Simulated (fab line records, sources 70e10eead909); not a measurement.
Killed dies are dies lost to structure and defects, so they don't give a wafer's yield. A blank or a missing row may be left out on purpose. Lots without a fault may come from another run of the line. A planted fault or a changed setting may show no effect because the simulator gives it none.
Chamber matching | flow nand_harc | NHARC_P_GATE_ETCH_104 on rie_diel-08: 4 sister chambers
The step etches the open film in CF4/CHF3, target depth 60 nm. 14 wafers are shown with their chamber, then 7 later ones without.

WAFERS WITH THEIR CHAMBER
wafer  | chamber | drypump_motor_current_A (A) | showerhead_plenum_p_Torr (Torr) | rf_vpp_V (V)
L532.1 | 1       | 5.5                         | 1.65                            | 372.3
L532.2 | 2       | 6.8                         | 1.69                            | 374.5
L532.5 | 3       | 5.1                         | 1.57                            | 369.9
L540.2 | 1       | 5.5                         | 1.65                            | 372.2
L540.3 | 2       | 6.8                         | 1.68                            | 373.1
L540.5 | 0       | 5.9                         | 1.65                            | 372.9
L541.1 | 0       | 5.9                         | 1.65                            | 373.0
L541.2 | 3       | 5.0                         | 1.57                            | 371.6
L541.3 | 2       | 6.8                         | 1.68                            | 375.1
L542.3 | 0       | 5.9                         | 1.65                            | 373.2
L542.5 | 1       | 5.5                         | 1.65                            | 372.5
L542.6 | 2       | 6.8                         | 1.68                            | 373.9
L545.1 | 1       | 5.5                         | 1.65                            | 372.5
L545.3 | 3       | 5.0                         | 1.57                            | 370.4

SIGNATURES (means of the wafers above)
reading                  | chamber 0 | chamber 1 | chamber 2 | chamber 3 | scatter within a chamber
drypump_motor_current_A  | 5.900     | 5.500     | 6.800     | 5.033     | 0.0258
showerhead_plenum_p_Torr | 1.6500    | 1.6500    | 1.6825    | 1.5700    | 0.00274
rf_vpp_V                 | 373.033   | 372.375   | 374.150   | 370.633   | 0.619
Rule: a wafer's distance from a chamber is the root of the sum, over the readings, of the square of ((its reading less the chamber's mean) divided by the reading's scatter). The wafer belongs to the nearest chamber; if the next one is less than 2 further off, it can't be placed. The scatter: the root of (the sum of the squares of (reading less its chamber's mean) over the shown wafers, divided by (wafers less chambers)).

WAFERS WITHOUT THEIR CHAMBER
wafer  | drypump_motor_current_A (A) | showerhead_plenum_p_Torr (Torr) | rf_vpp_V (V)
L545.6 | 5.0                         | 1.57                            | 368.1
L546.1 | 5.5                         | 1.65                            | 372.2
L546.3 | 6.8                         | 1.68                            | 373.3
L546.5 | 5.9                         | 1.65                            | 374.7
L550.1 | 5.1                         | 1.57                            | 369.6
L550.2 | 6.8                         | 1.68                            | 373.4
L550.4 | 5.9                         | 1.65                            | 375.0

WHICH CHAMBER EACH WENT THROUGH
wafer  | from the rows above | in truth
L545.6 | 3                   | 3
L546.1 | 1                   | 1
L546.3 | 2                   | 2
L546.5 | 0                   | 0
L550.1 | 3                   | 3
L550.2 | 2                   | 2
L550.4 | 0                   | 0
Placed correctly: 7 of 7. Can't be placed from these rows: 0. Placed wrongly: 0.
